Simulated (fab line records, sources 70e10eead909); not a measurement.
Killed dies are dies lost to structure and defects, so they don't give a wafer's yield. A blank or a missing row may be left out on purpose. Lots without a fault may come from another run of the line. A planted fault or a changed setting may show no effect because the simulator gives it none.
Which tool did it? | flow nand_harc | 20 lots, 60 wafers sampled, at 6 steps of a route of 1302

WHAT THE GAUGES READ, wafer by wafer
The record holds no reading of a measuring or inspecting step that can be judged against a usual standard deviation.

WHICH TOOL RAN EACH LOT (tool, then ch and the chambers of the sampled wafers, then the start)
lot  | NHARC_A_STAIRCASE_TRIM_22      | NHARC_A_STAIRCASE_TRIM_26      | NHARC_A_STAIRCASE_TRIM_198     | NHARC_A_STAIRCASE_TRIM_224     | NHARC_A_STAIRCASE_TRIM_231     | NHARC_A_STAIRCASE_ETCH_232
L074 | rie_diel-01 ch 0,2,3, no start | rie_diel-01 ch 0,1, no start   | rie_diel-01 ch 1,2,3, no start | rie_diel-01 ch 0,1, no start   | rie_diel-06 ch 1,2,3, no start | rie_diel-06 ch 1,2,3, no start
L076 | rie_diel-06 ch 1,2, no start   | rie_diel-06 ch 0,2, no start   | rie_diel-01 ch 1,3, no start   | rie_diel-06 ch 0,3, no start   | rie_diel-06 ch 2,3, no start   | rie_diel-06 ch 0,1,2, no start
L077 | rie_diel-08 ch 0,1, no start   | rie_diel-08 ch 2,3, no start   | rie_diel-08 ch 0,1,2, no start | rie_diel-06 ch 0,2,3, no start | rie_diel-08 ch 0,1,2, no start | rie_diel-08 ch 0,1,2, no start
L078 | rie_diel-06 ch 2,3, no start   | rie_diel-06 ch 0,1,2, no start | rie_diel-06 ch 0,3, no start   | rie_diel-06 ch 0,3, no start   | rie_diel-08 ch 0,1,3, no start | rie_diel-08 ch 0,2,3, no start
L080 | rie_diel-01 ch 0,1,3, no start | rie_diel-01 ch 1,2,3, no start | rie_diel-08 ch 0,1,3, no start | rie_diel-01 ch 0,1,2, no start | rie_diel-08 ch 0,1,3, no start | rie_diel-08 ch 0,1,2, no start
L081 | rie_diel-06 ch 1,2, no start   | rie_diel-06 ch 1,2,3, no start | rie_diel-06 ch 0,1,2, no start | rie_diel-01 ch 1,3, no start   | rie_diel-06 ch 0,3, no start   | rie_diel-06 ch 0,2,3, no start
L082 | rie_diel-06 ch 0,3, no start   | rie_diel-06 ch 1,2, no start   | rie_diel-01 ch 0,2,3, no start | rie_diel-01 ch 0,1,2, no start | rie_diel-01 ch 0,1,2, no start | rie_diel-01 ch 0,1,3, no start
L083 | rie_diel-01 ch 1,2, no start   | rie_diel-01 ch 0,2,3, no start | rie_diel-06 ch 0,1,2, no start | rie_diel-06 ch 0,1, no start   | rie_diel-08 ch 0,2,3, no start | rie_diel-08 ch 2,3, no start
L085 | rie_diel-08 ch 0,2,3, no start | rie_diel-08 ch 0,2,3, no start | rie_diel-06 ch 0,1,2, no start | rie_diel-01 ch 0,1,2, no start | rie_diel-01 ch 0,2,3, no start | rie_diel-01 ch 0,1,3, no start
L084 | rie_diel-01 ch 0,3, no start   | rie_diel-01 ch 0,1,3, no start | rie_diel-06 ch 1,3, no start   | rie_diel-06 ch 0,3, no start   | rie_diel-01 ch 1,3, no start   | rie_diel-01 ch 1,2,3, no start
L088 | rie_diel-01 ch 2,3, no start   | rie_diel-01 ch 1,2,3, no start | rie_diel-08 ch 2,3, no start   | rie_diel-01 ch 0,1,3, no start | rie_diel-06 ch 0,1,2, no start | rie_diel-06 ch 1,3, no start
L087 | rie_diel-06 ch 0,1,3, no start | rie_diel-06 ch 0,1,3, no start | rie_diel-08 ch 1,2,3, no start | rie_diel-01 ch 2,3, no start   | rie_diel-06 ch 0,1,3, no start | rie_diel-06 ch 0,2,3, no start
L089 | rie_diel-01 ch 2,3, no start   | rie_diel-01 ch 0,1,2, no start | rie_diel-01 ch 2,3, no start   | rie_diel-01 ch 1,3, no start   | rie_diel-01 ch 0,3, no start   | rie_diel-01 ch 1,2,3, no start
L091 | rie_diel-08 ch 0,1, no start   | rie_diel-08 ch 0,2, no start   | rie_diel-08 ch 0,1,3, no start | rie_diel-08 ch 0,2,3, no start | rie_diel-08 ch 1,2, no start   | rie_diel-08 ch 0,1,2, no start
L092 | rie_diel-08 ch 1,2,3, no start | rie_diel-08 ch 0,1,3, no start | rie_diel-06 ch 0,1,3, no start | rie_diel-06 ch 0,1,3, no start | rie_diel-01 ch 1,2,3, no start | rie_diel-01 ch 0,1,2, no start
L093 | rie_diel-06 ch 0,1,3, no start | rie_diel-06 ch 0,1, no start   | rie_diel-06 ch 0,1,3, no start | rie_diel-06 ch 0,2, no start   | rie_diel-01 ch 2,3, no start   | rie_diel-01 ch 0,2, no start
L094 | rie_diel-06 ch 0,3, no start   | rie_diel-06 ch 1,2, no start   | rie_diel-08 ch 0,1,3, no start | rie_diel-08 ch 1,2, no start   | rie_diel-06 ch 0,1,3, no start | rie_diel-06 ch 0,2,3, no start
L096 | rie_diel-06 ch 0,1,2, no start | rie_diel-06 ch 0,1,3, no start | rie_diel-06 ch 0,1,2, no start | rie_diel-01 ch 1,2,3, no start | rie_diel-01 ch 0,2,3, no start | rie_diel-01 ch 0,2,3, no start
L095 | rie_diel-08 ch 0,1,2, no start | rie_diel-08 ch 0,2,3, no start | rie_diel-01 ch 1,3, no start   | rie_diel-06 ch 0,1, no start   | rie_diel-06 ch 0,1, no start   | rie_diel-06 ch 1,2,3, no start
L097 | rie_diel-08 ch 0,1,2, no start | rie_diel-08 ch 0,1, no start   | rie_diel-08 ch 0,1,3, no start | rie_diel-08 ch 0,1, no start   | rie_diel-06 ch 0,2,3, no start | rie_diel-06 ch 0,1,2, no start
- NHARC_A_STAIRCASE_TRIM_22: chemistry O2, time 211.2 s.
- NHARC_A_STAIRCASE_TRIM_26: chemistry O2, time 211.2 s.
- NHARC_A_STAIRCASE_TRIM_198: chemistry O2, time 211.2 s.
- NHARC_A_STAIRCASE_TRIM_224: chemistry O2, time 211.2 s.
- NHARC_A_STAIRCASE_TRIM_231: chemistry O2, time 211.2 s.
- NHARC_A_STAIRCASE_ETCH_232: etches the open film in C4F8/O2, target depth 100 nm, time 40.5 s.

WHAT THE TOOLS THEMSELVES READ (means of the sampled wafers that have a number; where no wafer has one, the mark that the record gives instead)
NHARC_A_STAIRCASE_TRIM_22. Usual: drypump_motor_current_A 5.3 A, standard deviation 0.47; o2_flow_sccm 499.8 sccm, standard deviation 1.6; oes_product_au 1.002 a.u., standard deviation 0.0091; rf_vpp_V 57.8 V, standard deviation 0.89; showerhead_plenum_p_Torr 3.50 Torr, standard deviation 0.18; throttle_valve_pct 17.037 %, standard deviation 0.0093.
lot  | tool        | drypump_motor_current_A (A) | o2_flow_sccm (sccm) | oes_product_au (a.u.) | rf_vpp_V (V) | showerhead_plenum_p_Torr (Torr) | throttle_valve_pct (%) | flag
L074 | rie_diel-01 | 5.8                         | 499.6               | 1.004                 | 58.2         | 3.51                            | 17.030                 |
L076 | rie_diel-06 | 5.0                         | 501.2               | 1.000                 | 58.7         | 3.61                            | 17.031                 |
L077 | rie_diel-08 | 5.0                         | 500.2               | 1.007                 | 59.1         | 3.49                            | 17.037                 |
L078 | rie_diel-06 | 4.9                         | 499.9               | 1.010                 | 57.5         | 3.30                            | 17.035                 |
L080 | rie_diel-01 | 5.9                         | 499.5               | 1.006                 | 57.7         | 3.42                            | 17.031                 |
L081 | rie_diel-06 | 4.9                         | 498.1               | 0.997                 | 58.0         | 3.44                            | 17.038                 |
L082 | rie_diel-06 | 5.4                         | 501.9               | 1.012                 | 58.3         | 3.30                            | 17.035                 |
L083 | rie_diel-01 | 6.2                         | 500.1               | 0.997                 | 57.2         | 3.45                            | 17.028                 |
L085 | rie_diel-08 | 5.0                         | 500.4               | 1.000                 | 58.2         | 3.50                            | 17.032                 |
L084 | rie_diel-01 | 5.5                         | 500.1               | 1.007                 | 57.6         | 3.42                            | 17.034                 |
L088 | rie_diel-01 | 5.8                         | 500.0               | 0.994                 | 57.8         | 3.53                            | 17.036                 |
L087 | rie_diel-06 | 5.2                         | 498.5               | 1.003                 | 58.8         | 3.62                            | 17.041                 |
L089 | rie_diel-01 | 5.6                         | 500.2               | 1.003                 | 57.0         | 3.45                            | 17.035                 |
L091 | rie_diel-08 | 5.0                         | 499.7               | 1.004                 | 57.4         | 3.47                            | 17.044                 |
L092 | rie_diel-08 | 5.0                         | 498.9               | 0.999                 | 57.7         | 3.54                            | 17.034                 |
L093 | rie_diel-06 | 5.3                         | 500.4               | 1.006                 | 58.2         | 3.61                            | 17.039                 |
L094 | rie_diel-06 | 5.5                         | 501.3               | 1.007                 | 57.9         | 3.62                            | 17.045                 |
L096 | rie_diel-06 | 5.2                         | 499.9               | 1.003                 | 57.7         | 3.77                            | 17.040                 |
L095 | rie_diel-08 | 4.9                         | 500.6               | 0.999                 | 57.1         | 3.41                            | 17.041                 |
L097 | rie_diel-08 | 4.9                         | 500.4               | 1.004                 | 57.8         | 3.41                            | 17.033                 |

NHARC_A_STAIRCASE_TRIM_26. Usual: drypump_motor_current_A 5.4 A, standard deviation 0.49; o2_flow_sccm 499.9 sccm, standard deviation 1.5; oes_product_au 1.000 a.u., standard deviation 0.011; rf_vpp_V 57.7 V, standard deviation 0.95; showerhead_plenum_p_Torr 3.52 Torr, standard deviation 0.19; throttle_valve_pct 17.037 %, standard deviation 0.0097.
lot  | tool        | drypump_motor_current_A (A) | o2_flow_sccm (sccm) | oes_product_au (a.u.) | rf_vpp_V (V) | showerhead_plenum_p_Torr (Torr) | throttle_valve_pct (%) | flag
L074 | rie_diel-01 | 6.1                         | 500.6               | 1.003                 | 57.8         | 3.47                            | 17.032                 |
L076 | rie_diel-06 | 5.1                         | 498.8               | 1.002                 | 57.2         | 3.29                            | 17.044                 |
L077 | rie_diel-08 | 5.1                         | 499.7               | 0.984                 | 58.1         | 3.65                            | 17.040                 |
L078 | rie_diel-06 | 5.2                         | 500.5               | 0.996                 | 57.4         | 3.45                            | 17.041                 |
L080 | rie_diel-01 | 5.9                         | 500.1               | 0.997                 | 57.6         | 3.46                            | 17.030                 |
L081 | rie_diel-06 | 5.0                         | 498.7               | 1.000                 | 58.1         | 3.45                            | 17.039                 |
L082 | rie_diel-06 | 4.9                         | 500.3               | 1.001                 | 57.6         | 3.44                            | 17.034                 |
L083 | rie_diel-01 | 5.8                         | 500.8               | 0.999                 | 57.3         | 3.49                            | 17.034                 |
L085 | rie_diel-08 | 5.0                         | 500.0               | 0.998                 | 58.2         | 3.50                            | 17.035                 |
L084 | rie_diel-01 | 5.8                         | 500.0               | 1.002                 | 57.2         | 3.41                            | 17.035                 |
L088 | rie_diel-01 | 6.0                         | 499.5               | 0.995                 | 58.0         | 3.45                            | 17.030                 |
L087 | rie_diel-06 | 5.3                         | 500.5               | 1.003                 | 58.5         | 3.62                            | 17.044                 |
L089 | rie_diel-01 | 6.1                         | 500.5               | 1.000                 | 56.5         | 3.48                            | 17.037                 |
L091 | rie_diel-08 | 5.0                         | 500.6               | 1.014                 | 57.5         | 3.37                            | 17.042                 |
L092 | rie_diel-08 | 5.1                         | 499.7               | 0.994                 | 58.2         | 3.55                            | 17.034                 |
L093 | rie_diel-06 | 5.5                         | 501.0               | 1.002                 | 58.2         | 3.78                            | 17.030                 |
L094 | rie_diel-06 | 5.1                         | 499.4               | 0.996                 | 59.0         | 3.75                            | 17.028                 |
L096 | rie_diel-06 | 5.3                         | 501.7               | 1.003                 | 58.4         | 3.60                            | 17.032                 |
L095 | rie_diel-08 | 5.0                         | 499.5               | 1.002                 | 57.9         | 3.49                            | 17.038                 |
L097 | rie_diel-08 | 5.0                         | 498.7               | 0.989                 | 57.4         | 3.42                            | 17.039                 |

NHARC_A_STAIRCASE_TRIM_198. Usual: drypump_motor_current_A 5.3 A, standard deviation 0.47; o2_flow_sccm 500.1 sccm, standard deviation 1.4; oes_product_au 1.001 a.u., standard deviation 0.01; rf_vpp_V 57.8 V, standard deviation 0.98; showerhead_plenum_p_Torr 3.48 Torr, standard deviation 0.18; throttle_valve_pct 17.036 %, standard deviation 0.0086.
lot  | tool        | drypump_motor_current_A (A) | o2_flow_sccm (sccm) | oes_product_au (a.u.) | rf_vpp_V (V) | showerhead_plenum_p_Torr (Torr) | throttle_valve_pct (%) | flag
L074 | rie_diel-01 | 5.9                         | 499.5               | 1.000                 | 58.4         | 3.47                            | 17.041                 |
L076 | rie_diel-01 | 6.0                         | 499.1               | 1.012                 | 56.8         | 3.39                            | 17.039                 |
L077 | rie_diel-08 | 4.9                         | 498.8               | 1.010                 | 58.3         | 3.44                            | 17.041                 |
L078 | rie_diel-06 | 5.2                         | 501.3               | 1.008                 | 56.8         | 3.31                            | 17.040                 |
L080 | rie_diel-08 | 5.1                         | 500.4               | 1.004                 | 57.8         | 3.57                            | 17.035                 |
L081 | rie_diel-06 | 5.2                         | 499.0               | 0.996                 | 58.3         | 3.44                            | 17.044                 |
L082 | rie_diel-01 | 5.8                         | 499.9               | 1.005                 | 57.6         | 3.49                            | 17.042                 |
L083 | rie_diel-06 | 5.2                         | 498.1               | 1.005                 | 56.7         | 3.44                            | 17.031                 |
L085 | rie_diel-06 | 5.2                         | 499.2               | 0.990                 | 57.6         | 3.44                            | 17.038                 |
L084 | rie_diel-06 | 5.1                         | 499.1               | 0.997                 | 57.7         | 3.60                            | 17.037                 |
L088 | rie_diel-08 | 5.1                         | 500.4               | 0.991                 | 57.9         | 3.62                            | 17.040                 |
L087 | rie_diel-08 | 5.0                         | 500.8               | 1.002                 | 58.3         | 3.54                            | 17.039                 |
L089 | rie_diel-01 | 5.6                         | 499.0               | 1.001                 | 58.0         | 3.45                            | 17.029                 |
L091 | rie_diel-08 | 5.1                         | 499.4               | 1.001                 | 57.9         | 3.55                            | 17.034                 |
L092 | rie_diel-06 | 5.3                         | 500.9               | 0.995                 | 57.8         | 3.61                            | 17.038                 |
L093 | rie_diel-06 | 5.3                         | 501.9               | 0.999                 | 58.1         | 3.61                            | 17.033                 |
L094 | rie_diel-08 | 5.1                         | 500.5               | 0.994                 | 58.8         | 3.54                            | 17.032                 |
L096 | rie_diel-06 | 5.2                         | 499.2               | 1.003                 | 59.0         | 3.77                            | 17.047                 |
L095 | rie_diel-01 | 5.6                         | 499.0               | 1.004                 | 57.9         | 3.36                            | 17.037                 |
L097 | rie_diel-08 | 5.1                         | 500.4               | 0.996                 | 58.2         | 3.54                            | 17.037                 |

NHARC_A_STAIRCASE_TRIM_224. Usual: drypump_motor_current_A 5.5 A, standard deviation 0.5; o2_flow_sccm 500.1 sccm, standard deviation 1.6; oes_product_au 1.000 a.u., standard deviation 0.012; rf_vpp_V 57.6 V, standard deviation 0.96; showerhead_plenum_p_Torr 3.48 Torr, standard deviation 0.17; throttle_valve_pct 17.037 %, standard deviation 0.0084.
lot  | tool        | drypump_motor_current_A (A) | o2_flow_sccm (sccm) | oes_product_au (a.u.) | rf_vpp_V (V) | showerhead_plenum_p_Torr (Torr) | throttle_valve_pct (%) | flag
L074 | rie_diel-01 | 6.1                         | 499.5               | 1.008                 | 57.5         | 3.46                            | 17.039                 |
L076 | rie_diel-06 | 5.2                         | 500.3               | 1.013                 | 56.9         | 3.31                            | 17.038                 |
L077 | rie_diel-06 | 5.2                         | 498.9               | 1.007                 | 57.7         | 3.30                            | 17.038                 |
L078 | rie_diel-06 | 5.4                         | 498.8               | 1.015                 | 57.3         | 3.31                            | 17.021                 |
L080 | rie_diel-01 | 6.1                         | 500.7               | 0.993                 | 58.2         | 3.50                            | 17.035                 |
L081 | rie_diel-01 | 5.6                         | 500.3               | 1.003                 | 57.2         | 3.39                            | 17.030                 |
L082 | rie_diel-01 | 6.1                         | 500.0               | 0.990                 | 57.1         | 3.49                            | 17.043                 |
L083 | rie_diel-06 | 5.3                         | 499.8               | 0.994                 | 57.9         | 3.60                            | 17.033                 |
L085 | rie_diel-01 | 6.1                         | 501.0               | 0.994                 | 58.1         | 3.49                            | 17.036                 |
L084 | rie_diel-06 | 5.4                         | 500.8               | 0.999                 | 57.8         | 3.29                            | 17.045                 |
L088 | rie_diel-01 | 5.9                         | 500.1               | 0.996                 | 56.6         | 3.41                            | 17.039                 |
L087 | rie_diel-01 | 5.8                         | 499.0               | 0.995                 | 57.7         | 3.52                            | 17.038                 |
L089 | rie_diel-01 | 6.0                         | 501.1               | 1.002                 | 57.1         | 3.37                            | 17.039                 |
L091 | rie_diel-08 | 5.0                         | 500.6               | 0.996                 | 57.4         | 3.49                            | 17.037                 |
L092 | rie_diel-06 | 5.3                         | 499.7               | 1.002                 | 57.7         | 3.61                            | 17.044                 |
L093 | rie_diel-06 | 5.1                         | 500.0               | 1.005                 | 58.6         | 3.80                            | 17.037                 |
L094 | rie_diel-08 | 4.9                         | 500.5               | 0.995                 | 57.7         | 3.45                            | 17.042                 |
L096 | rie_diel-01 | 5.9                         | 500.6               | 1.003                 | 57.4         | 3.43                            | 17.036                 |
L095 | rie_diel-06 | 5.5                         | 500.9               | 0.997                 | 58.0         | 3.77                            | 17.039                 |
L097 | rie_diel-08 | 5.0                         | 499.0               | 0.995                 | 58.1         | 3.46                            | 17.041                 |

NHARC_A_STAIRCASE_TRIM_231. Usual: drypump_motor_current_A 5.4 A, standard deviation 0.5; o2_flow_sccm 500.0 sccm, standard deviation 1.5; oes_product_au 1.001 a.u., standard deviation 0.011; rf_vpp_V 57.7 V, standard deviation 0.95; showerhead_plenum_p_Torr 3.50 Torr, standard deviation 0.18; throttle_valve_pct 17.036 %, standard deviation 0.0081.
lot  | tool        | drypump_motor_current_A (A) | o2_flow_sccm (sccm) | oes_product_au (a.u.) | rf_vpp_V (V) | showerhead_plenum_p_Torr (Torr) | throttle_valve_pct (%) | flag
L074 | rie_diel-06 | 5.0                         | 498.3               | 1.010                 | 57.4         | 3.46                            | 17.035                 |
L076 | rie_diel-06 | 4.9                         | 500.0               | 1.009                 | 56.7         | 3.30                            | 17.036                 |
L077 | rie_diel-08 | 4.9                         | 499.9               | 0.995                 | 57.6         | 3.44                            | 17.037                 |
L078 | rie_diel-08 | 5.1                         | 500.9               | 0.989                 | 58.0         | 3.57                            | 17.043                 |
L080 | rie_diel-08 | 5.1                         | 499.8               | 0.999                 | 57.6         | 3.57                            | 17.029                 |
L081 | rie_diel-06 | 5.4                         | 499.8               | 1.006                 | 57.3         | 3.30                            | 17.038                 |
L082 | rie_diel-01 | 6.1                         | 499.6               | 0.999                 | 57.5         | 3.49                            | 17.034                 |
L083 | rie_diel-08 | 5.0                         | 500.4               | 0.995                 | 57.8         | 3.50                            | 17.037                 |
L085 | rie_diel-01 | 5.8                         | 500.9               | 1.002                 | 57.2         | 3.49                            | 17.036                 |
L084 | rie_diel-01 | 6.0                         | 500.4               | 0.997                 | 57.5         | 3.37                            | 17.031                 |
L088 | rie_diel-06 | 5.2                         | 502.2               | 1.001                 | 59.3         | 3.79                            | 17.031                 |
L087 | rie_diel-06 | 5.3                         | 500.5               | 1.004                 | 57.7         | 3.62                            | 17.040                 |
L089 | rie_diel-01 | 5.6                         | 499.5               | 1.006                 | 57.8         | 3.41                            | 17.044                 |
L091 | rie_diel-08 | 4.9                         | 499.6               | 0.999                 | 57.8         | 3.46                            | 17.035                 |
L092 | rie_diel-01 | 5.9                         | 501.2               | 0.996                 | 57.1         | 3.44                            | 17.037                 |
L093 | rie_diel-01 | 5.6                         | 498.9               | 0.995                 | 57.3         | 3.44                            | 17.030                 |
L094 | rie_diel-06 | 5.3                         | 499.3               | 1.004                 | 57.8         | 3.60                            | 17.037                 |
L096 | rie_diel-01 | 5.8                         | 499.5               | 0.995                 | 57.5         | 3.47                            | 17.036                 |
L095 | rie_diel-06 | 5.5                         | 497.5               | 0.998                 | 59.6         | 3.77                            | 17.031                 |
L097 | rie_diel-06 | 5.1                         | 501.0               | 1.001                 | 58.3         | 3.62                            | 17.033                 |

NHARC_A_STAIRCASE_ETCH_232. Usual: oes_product_au 0.944 a.u., standard deviation 0.013; rf_vpp_V 895 V, standard deviation 6.7.
lot  | tool        | oes_product_au (a.u.) | rf_vpp_V (V) | flag
L074 | rie_diel-06 | 0.943                 | 893          |
L076 | rie_diel-06 | 0.937                 | 893          |
L077 | rie_diel-08 | 0.935                 | 893          |
L078 | rie_diel-08 | 0.935                 | 896          |
L080 | rie_diel-08 | 0.944                 | 892          |
L081 | rie_diel-06 | 0.963                 | 888          |
L082 | rie_diel-01 | 0.957                 | 892          |
L083 | rie_diel-08 | 0.943                 | 895          |
L085 | rie_diel-01 | 0.944                 | 892          |
L084 | rie_diel-01 | 0.930                 | 893          |
L088 | rie_diel-06 | 0.957                 | 893          |
L087 | rie_diel-06 | 0.958                 | 900          |
L089 | rie_diel-01 | 0.940                 | 893          |
L091 | rie_diel-08 | 0.939                 | 892          |
L092 | rie_diel-01 | 0.932                 | 894          |
L093 | rie_diel-01 | 0.948                 | 896          |
L094 | rie_diel-06 | 0.963                 | 900          |
L096 | rie_diel-01 | 0.948                 | 893          |
L095 | rie_diel-06 | 0.941                 | 898          |
L097 | rie_diel-06 | 0.953                 | 904          |

THE ANSWER, worked out from the rows above alone
Rule: a lot is off if the mean of its wafers that have a number lies more than 3 standard deviations from the usual mean. A lot without any number at a reading at which 4 lots or more have one is off too. The other lots that the step has rows for count as sound. The gauges are gone through in route order, then the tools' own readings, and for those a lot's mean is taken as printed above. The first step at which some lot is off is used, and at that step the reading that is off furthest; a lot without a number counts as furthest.
No lot is off at any reading shown: from this, nothing can be told.

WHAT THE SIMULATOR HAD PUT IN
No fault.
